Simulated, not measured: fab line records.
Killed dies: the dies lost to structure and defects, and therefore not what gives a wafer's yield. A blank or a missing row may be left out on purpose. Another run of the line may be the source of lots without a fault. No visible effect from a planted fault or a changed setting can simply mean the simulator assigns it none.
Which tool did it? || flow n5 finfet || Sampling: 10 lots, 25 wafers, 6 of 1938 route steps

WHAT THE GAUGES SHOWED, per wafer
N5_SD_EPI_P_EPI_MEAS_23. Usual: thk nm at 61.1 nm, with a standard deviation of 1.4.
{"lot": "L266", "measured": "day 3 08:02", "on": "film metro-01", "thk nm (nm)": "60.1 59.0 60.7", "flag": ""}
{"lot": "L270", "measured": "day 4 15:59", "on": "film metro-02", "thk nm (nm)": "59.8 61.6", "flag": ""}
{"lot": "L271", "measured": "day 4 21:47", "on": "film metro-02", "thk nm (nm)": "62.9 61.4", "flag": ""}
{"lot": "L273", "measured": "day 5 08:22", "on": "film metro-02", "thk nm (nm)": "59.9 62.6 61.7", "flag": ""}
{"lot": "L278", "measured": "day 6 11:44", "on": "film metro-02", "thk nm (nm)": "60.9 60.8", "flag": ""}
{"lot": "L280", "measured": "day 6 22:58", "on": "film metro-02", "thk nm (nm)": "61.9 60.9", "flag": ""}
{"lot": "L285", "measured": "day 8 06:15", "on": "film metro-02", "thk nm (nm)": "60.2 62.3 61.0", "flag": ""}
{"lot": "L286", "measured": "day 8 11:12", "on": "film metro-01", "thk nm (nm)": "63.2 65.2 61.4", "flag": ""}
{"lot": "L287", "measured": "day 8 16:44", "on": "film metro-01", "thk nm (nm)": "60.8 61.7 61.1", "flag": ""}
{"lot": "L289", "measured": "day 9 06:21", "on": "film metro-02", "thk nm (nm)": "61.6 61.1", "flag": ""}

N5_BEOL_M4_RC_MEAS_101. Usual: DIBL_N 36.4 mV/V, standard deviation 2.2; DIBL_P 36.3 mV/V, standard deviation 2.5; IOFF_N 0.17 nA/um, standard deviation 0.052; IOFF_P 0.23 nA/um, standard deviation 0.049; ION_N 674 uA/um, standard deviation 17; ION_P 464 uA/um, standard deviation 11; SS_N 71.7 mV/dec, standard deviation 0.98; SS_P 73.3 mV/dec, standard deviation 0.84; VT_N 250 mV, standard deviation 4; VT_P -249 mV, standard deviation 3.8.
{"lot": "L266", "measured": "day 8 07:53", "on": "prober-02", "DIBL_N (mV/V)": "36.9 40.0 38.3", "DIBL_P (mV/V)": "38.2 41.8 40.1", "IOFF_N (nA/um)": "0.18 0.23 0.19", "IOFF_P (nA/um)": "0.25 0.32 0.30", "ION_N (uA/um)": "708 704 682", "ION_P (uA/um)": "483 487 472", "SS_N (mV/dec)": "71.2 72.4 72.0", "SS_P (mV/dec)": "73.4 75.1 75.2", "VT_N (mV)": "246 245 246", "VT_P (mV)": "-246 -243 -245", "flag": ""}
{"lot": "L270", "measured": "day 10 17:28", "on": "prober-01", "DIBL_N (mV/V)": "35.7 39.7", "DIBL_P (mV/V)": "36.6 41.8", "IOFF_N (nA/um)": "0.16 0.26", "IOFF_P (nA/um)": "0.28 0.42", "ION_N (uA/um)": "683 714", "ION_P (uA/um)": "483 495", "SS_N (mV/dec)": "71.7 71.7", "SS_P (mV/dec)": "73.1 74.6", "VT_N (mV)": "250 241", "VT_P (mV)": "-239 -238", "flag": ""}
{"lot": "L271", "measured": "day 11 16:47", "on": "prober-01", "DIBL_N (mV/V)": "34.1 35.5", "DIBL_P (mV/V)": "32.0 34.3", "IOFF_N (nA/um)": "0.11 0.14", "IOFF_P (nA/um)": "0.18 0.22", "ION_N (uA/um)": "652 664", "ION_P (uA/um)": "460 463", "SS_N (mV/dec)": "71.0 70.7", "SS_P (mV/dec)": "72.5 73.3", "VT_N (mV)": "257 252", "VT_P (mV)": "-249 -246", "flag": ""}
{"lot": "L273", "measured": "day 11 07:29", "on": "prober-02", "DIBL_N (mV/V)": "35.6 37.0 36.9", "DIBL_P (mV/V)": "35.1 36.9 38.0", "IOFF_N (nA/um)": "0.13 0.18 0.17", "IOFF_P (nA/um)": "0.18 0.21 0.23", "ION_N (uA/um)": "666 692 677", "ION_P (uA/um)": "454 466 465", "SS_N (mV/dec)": "71.5 71.9 70.9", "SS_P (mV/dec)": "73.4 73.4 74.2", "VT_N (mV)": "254 247 249", "VT_P (mV)": "-254 -249 -249", "flag": ""}
{"lot": "L278", "measured": "day 12 12:18", "on": "prober-02", "DIBL_N (mV/V)": "38.0 34.6", "DIBL_P (mV/V)": "39.1 33.3", "IOFF_N (nA/um)": "0.22 0.14", "IOFF_P (nA/um)": "0.31 0.21", "ION_N (uA/um)": "705 672", "ION_P (uA/um)": "486 465", "SS_N (mV/dec)": "72.5 71.2", "SS_P (mV/dec)": "74.4 72.7", "VT_N (mV)": "246 252", "VT_P (mV)": "-243 -248", "flag": ""}
{"lot": "L280", "measured": "day 12 13:23", "on": "prober-01", "DIBL_N (mV/V)": "35.7 37.0", "DIBL_P (mV/V)": "34.5 36.6", "IOFF_N (nA/um)": "0.13 0.17", "IOFF_P (nA/um)": "0.21 0.26", "ION_N (uA/um)": "649 680", "ION_P (uA/um)": "452 468", "SS_N (mV/dec)": "70.9 71.5", "SS_P (mV/dec)": "73.4 73.4", "VT_N (mV)": "254 246", "VT_P (mV)": "-249 -246", "flag": ""}
{"lot": "L289", "measured": "day 15 13:28", "on": "prober-01", "DIBL_N (mV/V)": "33.5 34.1", "DIBL_P (mV/V)": "34.5 34.9", "IOFF_N (nA/um)": "0.12 0.14", "IOFF_P (nA/um)": "0.19 0.20", "ION_N (uA/um)": "652 674", "ION_P (uA/um)": "459 470", "SS_N (mV/dec)": "71.2 70.4", "SS_P (mV/dec)": "72.9 71.8", "VT_N (mV)": "255 248", "VT_P (mV)": "-249 -249", "flag": ""}

TOOL THAT RAN EACH LOT (tool first, then ch and the chambers of the sampled wafers, then the start)
{"lot": "L266", "N5_ILD0_CMP_12": "cmp-03 ch 1,2,3, day 3 14:54", "N5_SDB_ETCH_17": "rie diel-02 ch 2,3, day 3 15:56", "N5_SDB_ETCH_18": "rie diel-02 ch 2,3, day 3 15:58", "N5_SDB_HM_OPEN_20": "rie diel-02 ch 2,3, day 3 16:07"}
{"lot": "L270", "N5_ILD0_CMP_12": "cmp-03 ch 1,3, day 4 23:28", "N5_SDB_ETCH_17": "rie diel-03 ch 0,1, day 5 00:19", "N5_SDB_ETCH_18": "rie diel-03 ch 0,1, day 5 00:21", "N5_SDB_HM_OPEN_20": "rie diel-03 ch 0,1, day 5 00:31"}
{"lot": "L271", "N5_ILD0_CMP_12": "cmp-03 ch 0,3, day 5 05:18", "N5_SDB_ETCH_17": "rie diel-03 ch 0,1, day 5 06:15", "N5_SDB_ETCH_18": "rie diel-03 ch 0,1, day 5 06:17", "N5_SDB_HM_OPEN_20": "rie diel-03 ch 0,1, day 5 06:27"}
{"lot": "L273", "N5_ILD0_CMP_12": "cmp-04 ch 0,1,2, day 5 15:16", "N5_SDB_ETCH_17": "rie diel-03 ch 1,2,3, day 5 16:34", "N5_SDB_ETCH_18": "rie diel-03 ch 1,2,3, day 5 16:35", "N5_SDB_HM_OPEN_20": "rie diel-03 ch 1,2,3, day 5 16:45"}
{"lot": "L278", "N5_ILD0_CMP_12": "cmp-01 ch 1,2, day 6 18:56", "N5_SDB_ETCH_17": "rie diel-04 ch 0,1, day 6 19:51", "N5_SDB_ETCH_18": "rie diel-04 ch 0,1, day 6 19:53", "N5_SDB_HM_OPEN_20": "rie diel-04 ch 0,1, day 6 20:03"}
{"lot": "L280", "N5_ILD0_CMP_12": "cmp-01 ch 0,3, day 7 06:33", "N5_SDB_ETCH_17": "rie diel-03 ch 0, day 7 07:29", "N5_SDB_ETCH_18": "rie diel-03 ch 0, day 7 07:31", "N5_SDB_HM_OPEN_20": "rie diel-03 ch 0, day 7 07:40"}
{"lot": "L285", "N5_ILD0_CMP_12": "cmp-01 ch 0,1, day 8 13:24", "N5_SDB_ETCH_17": "rie diel-04 ch 1,2,3, day 8 14:22", "N5_SDB_ETCH_18": "rie diel-04 ch 1,2,3, day 8 14:23", "N5_SDB_HM_OPEN_20": "rie diel-04 ch 1,2,3, day 8 14:33"}
{"lot": "L286", "N5_ILD0_CMP_12": "cmp-01 ch 0,1,2, day 8 18:39", "N5_SDB_ETCH_17": "rie diel-03 ch 2,3, day 8 19:25", "N5_SDB_ETCH_18": "rie diel-03 ch 2,3, day 8 19:27", "N5_SDB_HM_OPEN_20": "rie diel-03 ch 2,3, day 8 19:37"}
{"lot": "L287", "N5_ILD0_CMP_12": "cmp-03 ch 1,2, day 9 00:39", "N5_SDB_ETCH_17": "rie diel-04 ch 0,1, day 9 01:29", "N5_SDB_ETCH_18": "rie diel-04 ch 0,1, day 9 01:31", "N5_SDB_HM_OPEN_20": "rie diel-04 ch 0,1, day 9 01:40"}
{"lot": "L289", "N5_ILD0_CMP_12": "cmp-01 ch 1,2, day 9 13:18", "N5_SDB_ETCH_17": "rie diel-04 ch 1,3, day 9 14:08", "N5_SDB_ETCH_18": "rie diel-04 ch 1,3, day 9 14:10", "N5_SDB_HM_OPEN_20": "rie diel-04 ch 1,3, day 9 14:20"}
- N5_ILD0_CMP_12: polishes SiNx, stops on poly-Si, t overpolish 6 s, target thk 17.67 nm.
- N5_SDB_ETCH_17: etches SiARC in CF4, target depth 23.4 nm, time 39 s.
- N5_SDB_ETCH_18: etches SOC in N2/H2, target depth 100 nm, overetch 20 nm, time 150 s.
- N5_SDB_HM_OPEN_20: chemistry CH3F/O2, target SiNx, stops on poly-Si, target depth 24 nm.

AS READ BY THE TOOLS THEMSELVES (means over the sampled wafers that have a number; for cases with no such wafer, the mark the record gives instead)
N5_ILD0_CMP_12. Usual: motor current A 9.3 A, standard deviation 0.84; overpolish run s 5.999 s, standard deviation 0.0088; time to endpoint s 29.9 s, standard deviation 2.9.
{"lot": "L266", "tool": "cmp-03", "motor current A (A)": 8.9, "overpolish run s (s)": 6.004, "time to endpoint s (s)": 29.4, "flag": ""}
{"lot": "L270", "tool": "cmp-03", "motor current A (A)": 9.3, "overpolish run s (s)": 5.994, "time to endpoint s (s)": 33.2, "flag": ""}
{"lot": "L271", "tool": "cmp-03", "motor current A (A)": 9.1, "overpolish run s (s)": 5.995, "time to endpoint s (s)": 33.5, "flag": ""}
{"lot": "L273", "tool": "cmp-04", "motor current A (A)": 9.3, "overpolish run s (s)": 6.000, "time to endpoint s (s)": 28.6, "flag": ""}
{"lot": "L278", "tool": "cmp-01", "motor current A (A)": 9.9, "overpolish run s (s)": 5.991, "time to endpoint s (s)": 28.8, "flag": ""}
{"lot": "L280", "tool": "cmp-01", "motor current A (A)": 9.2, "overpolish run s (s)": 6.003, "time to endpoint s (s)": 29.9, "flag": ""}
{"lot": "L285", "tool": "cmp-01", "motor current A (A)": 9.7, "overpolish run s (s)": 5.994, "time to endpoint s (s)": 32.7, "flag": ""}
{"lot": "L286", "tool": "cmp-01", "motor current A (A)": 10.0, "overpolish run s (s)": 5.998, "time to endpoint s (s)": 31.0, "flag": ""}
{"lot": "L287", "tool": "cmp-03", "motor current A (A)": 9.1, "overpolish run s (s)": 6.003, "time to endpoint s (s)": 31.1, "flag": ""}
{"lot": "L289", "tool": "cmp-01", "motor current A (A)": 10.1, "overpolish run s (s)": 5.996, "time to endpoint s (s)": 25.1, "flag": ""}

N5_SDB_ETCH_17. Usual: bias w 35.99 W, standard deviation 0.1; cf4 flow sccm 100.0 sccm, standard deviation 0.32; drypump motor current A 5.6 A, standard deviation 0.41; etch rf on time s 39.2 s, standard deviation 1.9; oes product au 0.66 a.u., standard deviation 0.08; rf vpp V 184.2 V, standard deviation 1.1; showerhead plenum p Torr 2.15 Torr, standard deviation 0.063; throttle valve pct 15.62 %, standard deviation 0.22.
{"lot": "L266", "tool": "rie diel-02", "bias w (W)": 35.99, "cf4 flow sccm (sccm)": 99.8, "drypump motor current A (A)": 5.4, "etch rf on time s (s)": 38.4, "oes product au (a.u.)": 0.67, "rf vpp V (V)": 185.2, "showerhead plenum p Torr (Torr)": 2.19, "throttle valve pct (%)": 15.41, "flag": ""}
{"lot": "L270", "tool": "rie diel-03", "bias w (W)": 36.03, "cf4 flow sccm (sccm)": 99.8, "drypump motor current A (A)": 5.5, "etch rf on time s (s)": 41.0, "oes product au (a.u.)": 0.69, "rf vpp V (V)": 185.1, "showerhead plenum p Torr (Torr)": 2.15, "throttle valve pct (%)": 15.44, "flag": ""}
{"lot": "L271", "tool": "rie diel-03", "bias w (W)": 35.80, "cf4 flow sccm (sccm)": 100.3, "drypump motor current A (A)": 5.4, "etch rf on time s (s)": 40.6, "oes product au (a.u.)": 0.68, "rf vpp V (V)": 184.9, "showerhead plenum p Torr (Torr)": 2.15, "throttle valve pct (%)": 15.45, "flag": ""}
{"lot": "L273", "tool": "rie diel-03", "bias w (W)": 35.97, "cf4 flow sccm (sccm)": 100.0, "drypump motor current A (A)": 5.3, "etch rf on time s (s)": 40.0, "oes product au (a.u.)": 0.60, "rf vpp V (V)": 183.3, "showerhead plenum p Torr (Torr)": 2.07, "throttle valve pct (%)": 15.72, "flag": ""}
{"lot": "L278", "tool": "rie diel-04", "bias w (W)": 35.86, "cf4 flow sccm (sccm)": 100.1, "drypump motor current A (A)": 5.8, "etch rf on time s (s)": 38.5, "oes product au (a.u.)": 0.62, "rf vpp V (V)": 184.1, "showerhead plenum p Torr (Torr)": 2.17, "throttle valve pct (%)": 15.64, "flag": ""}
{"lot": "L280", "tool": "rie diel-03", "bias w (W)": 36.11, "cf4 flow sccm (sccm)": 100.2, "drypump motor current A (A)": 5.0, "etch rf on time s (s)": 37.5, "oes product au (a.u.)": 0.75, "rf vpp V (V)": 184.9, "showerhead plenum p Torr (Torr)": 2.17, "throttle valve pct (%)": 15.49, "flag": ""}
{"lot": "L285", "tool": "rie diel-04", "bias w (W)": 35.98, "cf4 flow sccm (sccm)": 99.9, "drypump motor current A (A)": 6.0, "etch rf on time s (s)": 39.1, "oes product au (a.u.)": 0.74, "rf vpp V (V)": 185.8, "showerhead plenum p Torr (Torr)": 2.19, "throttle valve pct (%)": 15.50, "flag": ""}
{"lot": "L286", "tool": "rie diel-03", "bias w (W)": 36.01, "cf4 flow sccm (sccm)": 100.3, "drypump motor current A (A)": 5.1, "etch rf on time s (s)": 38.2, "oes product au (a.u.)": 0.68, "rf vpp V (V)": 183.7, "showerhead plenum p Torr (Torr)": 2.12, "throttle valve pct (%)": 15.73, "flag": ""}
{"lot": "L287", "tool": "rie diel-04", "bias w (W)": 35.98, "cf4 flow sccm (sccm)": 100.0, "drypump motor current A (A)": 5.7, "etch rf on time s (s)": 37.9, "oes product au (a.u.)": 0.63, "rf vpp V (V)": 184.8, "showerhead plenum p Torr (Torr)": 2.15, "throttle valve pct (%)": 15.69, "flag": ""}
{"lot": "L289", "tool": "rie diel-04", "bias w (W)": 35.94, "cf4 flow sccm (sccm)": 100.0, "drypump motor current A (A)": 5.8, "etch rf on time s (s)": 38.8, "oes product au (a.u.)": 0.70, "rf vpp V (V)": 184.0, "showerhead plenum p Torr (Torr)": 2.15, "throttle valve pct (%)": 15.62, "flag": ""}

N5_SDB_ETCH_18. Usual: bias w 150.1 W, standard deviation 0.47; chamber pressure mTorr 30.000 mTorr, standard deviation 0.027; drypump motor current A 5.6 A, standard deviation 0.42; oes product au 0.70 a.u., standard deviation 0.076; rf vpp V 524.1 V, standard deviation 2.4; showerhead plenum p Torr 2.55 Torr, standard deviation 0.087; throttle valve pct 17.78 %, standard deviation 0.24.
{"lot": "L266", "tool": "rie diel-02", "bias w (W)": 150.0, "chamber pressure mTorr (mTorr)": 30.003, "drypump motor current A (A)": 5.4, "oes product au (a.u.)": 0.69, "rf vpp V (V)": 525.7, "showerhead plenum p Torr (Torr)": 2.60, "throttle valve pct (%)": 17.53, "flag": ""}
{"lot": "L270", "tool": "rie diel-03", "bias w (W)": 150.1, "chamber pressure mTorr (mTorr)": 30.005, "drypump motor current A (A)": 5.4, "oes product au (a.u.)": 0.73, "rf vpp V (V)": 524.8, "showerhead plenum p Torr (Torr)": 2.55, "throttle valve pct (%)": 17.55, "flag": ""}
{"lot": "L271", "tool": "rie diel-03", "bias w (W)": 150.3, "chamber pressure mTorr (mTorr)": 29.986, "drypump motor current A (A)": 5.4, "oes product au (a.u.)": 0.73, "rf vpp V (V)": 524.5, "showerhead plenum p Torr (Torr)": 2.54, "throttle valve pct (%)": 17.55, "flag": ""}
{"lot": "L273", "tool": "rie diel-03", "bias w (W)": 150.5, "chamber pressure mTorr (mTorr)": 29.996, "drypump motor current A (A)": 5.3, "oes product au (a.u.)": 0.64, "rf vpp V (V)": 522.0, "showerhead plenum p Torr (Torr)": 2.45, "throttle valve pct (%)": 17.84, "flag": ""}
{"lot": "L278", "tool": "rie diel-04", "bias w (W)": 150.1, "chamber pressure mTorr (mTorr)": 29.977, "drypump motor current A (A)": 5.8, "oes product au (a.u.)": 0.65, "rf vpp V (V)": 524.8, "showerhead plenum p Torr (Torr)": 2.60, "throttle valve pct (%)": 17.96, "flag": ""}
{"lot": "L280", "tool": "rie diel-03", "bias w (W)": 150.0, "chamber pressure mTorr (mTorr)": 30.010, "drypump motor current A (A)": 5.0, "oes product au (a.u.)": 0.77, "rf vpp V (V)": 524.6, "showerhead plenum p Torr (Torr)": 2.57, "throttle valve pct (%)": 17.48, "flag": ""}
{"lot": "L285", "tool": "rie diel-04", "bias w (W)": "-", "chamber pressure mTorr (mTorr)": "-", "drypump motor current A (A)": "-", "oes product au (a.u.)": "-", "rf vpp V (V)": "-", "showerhead plenum p Torr (Torr)": "-", "throttle valve pct (%)": "-", "flag": "OFF"}
{"lot": "L286", "tool": "rie diel-03", "bias w (W)": "-", "chamber pressure mTorr (mTorr)": "-", "drypump motor current A (A)": "-", "oes product au (a.u.)": "-", "rf vpp V (V)": "-", "showerhead plenum p Torr (Torr)": "-", "throttle valve pct (%)": "-", "flag": "OFF"}
{"lot": "L287", "tool": "rie diel-04", "bias w (W)": "-", "chamber pressure mTorr (mTorr)": "-", "drypump motor current A (A)": "-", "oes product au (a.u.)": "-", "rf vpp V (V)": "-", "showerhead plenum p Torr (Torr)": "-", "throttle valve pct (%)": "-", "flag": "OFF"}
{"lot": "L289", "tool": "rie diel-04", "bias w (W)": 150.1, "chamber pressure mTorr (mTorr)": 30.015, "drypump motor current A (A)": 5.8, "oes product au (a.u.)": 0.73, "rf vpp V (V)": 524.2, "showerhead plenum p Torr (Torr)": 2.58, "throttle valve pct (%)": 17.92, "flag": ""}

N5_SDB_HM_OPEN_20. Usual: drypump motor current A 5.6 A, standard deviation 0.41; oes_ar_750_au 0.78 a.u., standard deviation 0.088; oes product au 0.64 a.u., standard deviation 0.068; rf vpp V 297 V, standard deviation 6.2; showerhead plenum p Torr 2.01 Torr, standard deviation 0.063; throttle valve pct 16.35 %, standard deviation 0.22.
{"lot": "L266", "tool": "rie diel-02", "drypump motor current A (A)": 5.4, "oes_ar_750_au (a.u.)": 0.77, "oes product au (a.u.)": 0.63, "rf vpp V (V)": 293, "showerhead plenum p Torr (Torr)": 2.06, "throttle valve pct (%)": 16.17, "flag": ""}
{"lot": "L270", "tool": "rie diel-03", "drypump motor current A (A)": 5.4, "oes_ar_750_au (a.u.)": 0.81, "oes product au (a.u.)": 0.66, "rf vpp V (V)": 297, "showerhead plenum p Torr (Torr)": 2.00, "throttle valve pct (%)": 16.14, "flag": ""}
{"lot": "L271", "tool": "rie diel-03", "drypump motor current A (A)": 5.4, "oes_ar_750_au (a.u.)": 0.80, "oes product au (a.u.)": 0.65, "rf vpp V (V)": 299, "showerhead plenum p Torr (Torr)": 2.00, "throttle valve pct (%)": 16.15, "flag": ""}
{"lot": "L273", "tool": "rie diel-03", "drypump motor current A (A)": 5.3, "oes_ar_750_au (a.u.)": 0.70, "oes product au (a.u.)": 0.58, "rf vpp V (V)": 301, "showerhead plenum p Torr (Torr)": 1.93, "throttle valve pct (%)": 16.43, "flag": ""}
{"lot": "L278", "tool": "rie diel-04", "drypump motor current A (A)": 5.8, "oes_ar_750_au (a.u.)": 0.74, "oes product au (a.u.)": 0.60, "rf vpp V (V)": 292, "showerhead plenum p Torr (Torr)": 2.04, "throttle valve pct (%)": 16.39, "flag": ""}
{"lot": "L280", "tool": "rie diel-03", "drypump motor current A (A)": 5.0, "oes_ar_750_au (a.u.)": 0.89, "oes product au (a.u.)": 0.70, "rf vpp V (V)": 302, "showerhead plenum p Torr (Torr)": 2.02, "throttle valve pct (%)": 16.19, "flag": ""}
{"lot": "L285", "tool": "rie diel-04", "drypump motor current A (A)": 6.0, "oes_ar_750_au (a.u.)": 0.86, "oes product au (a.u.)": 0.33, "rf vpp V (V)": 301, "showerhead plenum p Torr (Torr)": 2.06, "throttle valve pct (%)": 16.27, "flag": "OFF"}
{"lot": "L286", "tool": "rie diel-03", "drypump motor current A (A)": 5.2, "oes_ar_750_au (a.u.)": 0.78, "oes product au (a.u.)": 0.30, "rf vpp V (V)": 304, "showerhead plenum p Torr (Torr)": 1.98, "throttle valve pct (%)": 16.43, "flag": "OFF"}
{"lot": "L287", "tool": "rie diel-04", "drypump motor current A (A)": 5.7, "oes_ar_750_au (a.u.)": 0.74, "oes product au (a.u.)": 0.28, "rf vpp V (V)": 293, "showerhead plenum p Torr (Torr)": 2.02, "throttle valve pct (%)": 16.44, "flag": "OFF"}
{"lot": "L289", "tool": "rie diel-04", "drypump motor current A (A)": 5.8, "oes_ar_750_au (a.u.)": 0.82, "oes product au (a.u.)": 0.67, "rf vpp V (V)": 303, "showerhead plenum p Torr (Torr)": 2.01, "throttle valve pct (%)": 16.41, "flag": ""}

THE ANSWER, worked out from the rows above alone
Rule: a lot counts as off when the mean over its wafers that have a number is more than 3 standard deviations away from the usual mean. A lot without any number at a reading at which 4 lots or more have one is off too. All remaining lots with rows at the step are treated as sound. The gauges are gone through in route order, then the tools' own readings, and for those a lot's mean is taken as printed above. The first step at which some lot is off is used, and at that step the reading that is off furthest; a lot without a number counts as furthest.
Off: L285, L286, L287, at N5_SDB_ETCH_18 (bias w). Without a number there: L285, L286, L287.
If a tool, at that step or one of the process steps before it, ran each lot that is off and ran no sound lot following the first of them, it fits. Of those tried, none fits.

WHAT THE SIMULATOR HAD INSERTED
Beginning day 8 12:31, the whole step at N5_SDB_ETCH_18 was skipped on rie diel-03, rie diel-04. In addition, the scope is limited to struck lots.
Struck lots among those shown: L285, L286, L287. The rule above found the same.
